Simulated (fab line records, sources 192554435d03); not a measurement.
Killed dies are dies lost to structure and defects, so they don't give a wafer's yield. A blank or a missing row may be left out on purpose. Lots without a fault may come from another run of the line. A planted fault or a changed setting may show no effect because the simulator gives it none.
Split-lot experiment | flow n5_finfet | 7 lots, 21 wafers read, on a route of 1938 steps

THE SPLIT
At N5_BEOL_M8_EXPOSE_25 (exposes mask V7, target cd 40 nm), the setting dose_mj was moved away from the recipe's 42.5 on 6 of the 21 wafers read, by -7.0% to +6.3%. The other wafers ran this setting at the recipe's value.

FROM THE SPLIT TO THE READING: what the file shows between them, 2 steps
- N5_BEOL_M8_PEB_26: peb time 60 s
- N5_BEOL_M8_DEVELOP_27: develop time 30 s

THE READING
cd_nm, in nm, at N5_BEOL_M8_CD_MEAS_28 (target cd 40 nm). Fault-free wafers of this fab line usually give 40.06 nm, standard deviation 0.25 nm.

wafer  | tool, chamber at the split | dose_mj as run | against the recipe | cd_nm, nm | against lot-mates on the recipe
L076.2 | euv_scanner-01, 0          | 40.88          | -3.8%              | 39.43     | -0.59
L076.3 | euv_scanner-01, 0          | 42.5           | recipe             | 39.89     | -
L076.4 | euv_scanner-01, 0          | 42.5           | recipe             | 40.16     | -
L078.2 | euv_scanner-02, 0          | 42.5           | recipe             | 39.81     | -
L078.3 | euv_scanner-02, 0          | 42.5           | recipe             | 40.01     | -
L078.5 | euv_scanner-02, 0          | 42.5           | recipe             | 40.07     | -
L080.1 | euv_scanner-01, 0          | 42.5           | recipe             | 40.08     | -
L080.2 | euv_scanner-01, 0          | 42.5           | recipe             | 40.18     | -
L080.3 | euv_scanner-01, 0          | 39.51          | -7.0%              | 38.65     | -1.48
L083.1 | euv_scanner-01, 0          | 42.5           | recipe             | 40.13     | -
L083.3 | euv_scanner-01, 0          | 41.14          | -3.2%              | 38.88     | -1.25
L083.6 | euv_scanner-01, 0          | 41.14          | -3.2%              | 39.49     | -0.64
L084.2 | euv_scanner-01, 0          | 42.5           | recipe             | 39.62     | -
L084.3 | euv_scanner-01, 0          | 42.5           | recipe             | 39.46     | -
L084.4 | euv_scanner-01, 0          | 42.5           | recipe             | 39.94     | -
L086.2 | euv_scanner-01, 0          | 42.5           | recipe             | 40.02     | -
L086.4 | euv_scanner-01, 0          | 42.5           | recipe             | 39.83     | -
L086.6 | euv_scanner-01, 0          | 42.5           | recipe             | 40.36     | -
L097.3 | euv_scanner-02, 0          | 45.16          | +6.3%              | 41.34     | +0.96
L097.5 | euv_scanner-02, 0          | 45.16          | +6.3%              | 41.21     | +0.83
L097.6 | euv_scanner-02, 0          | 42.5           | recipe             | 40.38     | -

THE FIT
A straight line over all 21 wafers: cd_nm changes by +0.202 nm for each +1% of dose_mj; r = +0.92; the points scatter about the line by 0.25 nm.
The same after taking each lot's own level away (the mean of its wafers on the recipe; 21 wafers): +0.182 nm for each +1%; r = +0.93; scatter 0.22 nm.
On that fit, the largest move of dose_mj shifts the reading by 1.3 nm.
The lots' own levels span 39.673 to 40.380 nm, that is 2.8 times the standard deviation above.
So the lot-to-lot level changes the slope: the two fits differ.
Check: with one of the wafers moved furthest among these (-7.0%) left out of the fit, the line predicts -1.27 nm for it against its lot-mates. It came out at -1.48 nm against them.

OTHER SPLITS ON THESE WAFERS
These wafers also went through other splits before the reading. Each is held against what the fit with the lots' levels taken away leaves over:
other split on the same wafers     | wafers away from the commonest value | r with cd_nm (lot level and that fit taken away)
N5_BEOL_M4_TRENCH_ETCH_37 source_w | 9                                    | -0.07
N5_BEOL_M5_COAT_71 spin_rpm        | 7                                    | -0.36
N5_BEOL_M6_TRENCH_ETCH_37 source_w | 12                                   | +0.03
N5_BEOL_M7_DESCUM_33 time_s        | 6                                    | +0.20
N5_BEOL_M7_TRENCH_ETCH_37 bias_w   | 6                                    | +0.03

THE WHOLE CHAIN: every reading that the file lists as answering this split, in the file's order
step                  | what it does           | reading                                                        | change (the file's fit)               | r (the file's)
N5_BEOL_M8_CD_MEAS_28 | target cd 40 nm        | cd_nm                                                          | +0.188 nm for each +1% of the setting | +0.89
N5_BEOL_M8_DESCUM_33  | chemistry O2, time 7 s | BEOL_M8.cd_nm (the simulator's own value, which no gauge read) | +0.209 nm for each +1% of the setting | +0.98

THE FILE'S OWN FIT
cd_nm changes by +0.188 nm for each +1% of dose_mj, r = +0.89.
